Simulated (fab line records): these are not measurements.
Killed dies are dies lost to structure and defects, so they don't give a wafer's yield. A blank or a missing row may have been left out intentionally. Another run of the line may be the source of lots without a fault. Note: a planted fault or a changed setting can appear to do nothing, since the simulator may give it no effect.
A struck lot beside a sound one | flow nandHarc | 41 out of 1159 route steps
Sound: these wafers, L155.3, L155.5, L155.6. Struck: wafers L165.2, L165.3 (left out: L165.6, a lot-mate that was not struck); the cause follows at the end.
At each step with rows: each side's tool, then ch and its chambers, then its first start. Under that, the readings that differ: sound wafers | struck wafers | difference of the means | sigmas: that difference in standard deviations of wafers without a fault.
alike: a reading whose means differ by less than 2 such deviations, as well as words and numbers matching on both sides. not compared: withheld readings; readings where some wafer has no value; bounds like >300 that might hide an equal value; numbers whose values overlap and for which the record gives no deviation.
Wherever a step has rows on one side only, a row that says differs or no value, or a row with sigmas, the two part there. Numbers that don't overlap but have no deviation are shown without sigmas and don't part them. A reading missing from all wafers of one side parts the sides only when that side holds two or more wafers.

first, 2 steps without rows for these wafers: NHARC_A_CONTACT_PEB_06 (peb time 65 s); NHARC_A_CONTACT_DEVELOP_07 (develop time 35 s).
NHARC_A_CONTACT_CD_MEAS_08: the cd target is 100 nm.
  sound on cdSem-02 ch 0, day 18 05:56; struck on cdSem-02 ch 0, day 21 10:41
  alike: cdNm
NHARC_A_CONTACT_OVL_MEAS_09:
  sound on overlay-02 at day 18 06:01; struck on overlay-02 at day 21 10:46
  alike: overlayXNm, overlayYNm
NHARC_A_CONTACT_INSPECT_10:
  sound on defectInspect-01 at day 18 06:03; struck on defectInspect-01 at day 21 10:49
  alike: rawDefectCount
then, 2 steps without rows for these wafers: NHARC_A_CONTACT_DESCUM_13 (chemistry O2, time 3 s); NHARC_A_CONTACT_ETCH_88 (etches the open film in CF4, target depth 39 nm, time 65 s).
NHARC_A_CONTACT_ETCH_89: etches the open film in N2/H2, target depth 260 nm, time 475.3 s.
  sound on rieDiel-11 ch 0,1; struck on rieDiel-02 ch 2,3
reading             | sound             | struck      | difference | sigmas
oesProductAu (a.u.) | 0.975 0.982 0.991 | 1.006 1.008 | +0.024     | +3
  alike: drypumpMotorCurrentA, h2FlowSccm, rfVppV, showerheadPlenumPTorr, throttleValvePct
  not compared: rfHoursCounterH
then, 4 steps without rows for these wafers: NHARC_A_CONTACT_ETCH_30 (etches the open film in CF4/CHF3, target depth 60.5 nm, time 30.2 s); NHARC_A_CONTACT_ETCH_31 (etches the open film in O2/COS, target depth 2000 nm, time 520 s); NHARC_A_CONTACT_ETCH_134 (etches the open film in C4F8/O2/Ar, time 140 s, target depth 700 nm); NHARC_A_CONTACT_ETCH_135 (etches the open film in C4F8/O2/Ar, time 132 s, target depth 1287 nm).
NHARC_A_CONTACT_ETCH_136: etches the open film in C4F8/O2/Ar, time 132 s, target depth 1287 nm.
  sound on harCapEtch-02 ch 0,1, day 18 07:32; struck on harCapEtch-02 ch 1, day 21 12:14
  not compared: rfHoursCounterH
then, 2 steps without rows for these wafers: NHARC_A_CONTACT_ETCH_137 (etches the open film in C4F8/O2/Ar, time 132 s, target depth 1287 nm); NHARC_A_CONTACT_ETCH_138 (etches the open film in C4F8/O2/Ar, time 132 s, target depth 1289 nm).
NHARC_A_CONTACT_ETCH_139: etches the open film in C4F8/O2/Ar, time 137 s, target depth 590 nm.
  sound on harCapEtch-02 ch 0,1, day 18 07:56; struck on harCapEtch-02 ch 1, day 21 12:37
  not compared: rfHoursCounterH
then, 1 step without rows for these wafers: NHARC_A_CONTACT_ETCH_92 (etches the open film in CH3F/O2, target depth 40 nm, time 85.7 s).
NHARC_A_CONTACT_ETCH_98: etches the open film in C4F6/O2, target depth 20 nm, time 10 s.
  sound on rieDiel-02 ch 0,1,3; struck on rieDiel-02 ch 1,2
  alike: drypumpMotorCurrentA, oesProductAu, rfVppV, showerheadPlenumPTorr, throttleValvePct
  not compared: rfHoursCounterH
NHARC_A_CONTACT_CD_MEAS_15:
  sound on cdSem-02 at day 18 08:29; struck on cdSem-01 at day 21 13:14
  alike: cdNm
then, 3 steps without rows for these wafers: NHARC_A_CONTACT_STRIP_107 (strips in N2/H2); NHARC_A_CONTACT_STRIP_108 (strips in CF4/CHF3); NHARC_A_CONTACT_STRIP_109 (strips in O2/COS).
NHARC_A_CONTACT_ETCH_110: etches the open film in CF4/O2, target depth 50 nm, overetch 5 nm, time 27.5 s.
  sound on rieDiel-11 ch 0,3, day 18 08:48; struck on rieDiel-02 ch 1,3, day 21 13:36
  alike: drypumpMotorCurrentA, oesProductAu, rfVppV, showerheadPlenumPTorr, throttleValvePct
  not compared: rfHoursCounterH
then, 4 steps without rows for these wafers: NHARC_A_CONTACT_STRIP_26 (strips in O2); NHARC_A_CONTACT_STRIP_27 (strips in post etch residue remover, time 600 s); NHARC_A_CONTACT_ALD_18 (deposits TiN, target thk 3 nm, pulse time 1 s, ald cycles 150); NHARC_A_CONTACT_CVD_19 (deposits W, target thk 300 nm, time 802 s).
NHARC_A_CONTACT_CMP_20: polishes, t overpolish 30 s, target thk 300 nm.
  sound on cmp-04 ch 0,1, day 18 10:39; struck on cmp-03 ch 2,3, day 21 18:38
  alike: motorCurrentA, overpolishRunS, timeToEndpointS
then, 11 steps without rows for these wafers: NHARC_A_CONTACT_SRD_22; NHARC_A_BLC_DEHYDRATE_00 (time 120 s); NHARC_A_BLC_HMDS_01 (time 30 s); NHARC_A_BLC_COAT_02 (time 75 s); NHARC_A_BLC_COAT_03 (time 65 s); NHARC_A_BLC_COAT_04 (resist thk 90 nm); NHARC_A_BLC_SOFTBAKE_05 (time 55 s); NHARC_A_BLC_EBR_06; NHARC_A_BLC_EXPOSE_07 (exposes mask A BLC, target cd 100 nm); NHARC_A_BLC_PEB_08 (peb time 65 s); NHARC_A_BLC_DEVELOP_09 (develop time 35 s).
NHARC_A_BLC_CD_MEAS_10: the cd target is 100 nm.
  sound on cdSem-03 ch 0, day 18 11:34; struck on cdSem-02 ch 0, day 21 19:34
  alike: cdNm
-- record jumps: 2 days between struck wafers' starts before vs after; left off in module A_BLC, resumes in module END, first step shown is number 1159 of the route --
NHARC_END_SORT_01:
  at this point the record logs the struck wafers (prober-01 ch 0, day 23 22:55) and has no rows for the sound ones

WHERE THEY PART
Last at NHARC_END_SORT_01 as far as this record goes, first at NHARC_A_CONTACT_ETCH_89.

WHY: whatever the simulator had introduced
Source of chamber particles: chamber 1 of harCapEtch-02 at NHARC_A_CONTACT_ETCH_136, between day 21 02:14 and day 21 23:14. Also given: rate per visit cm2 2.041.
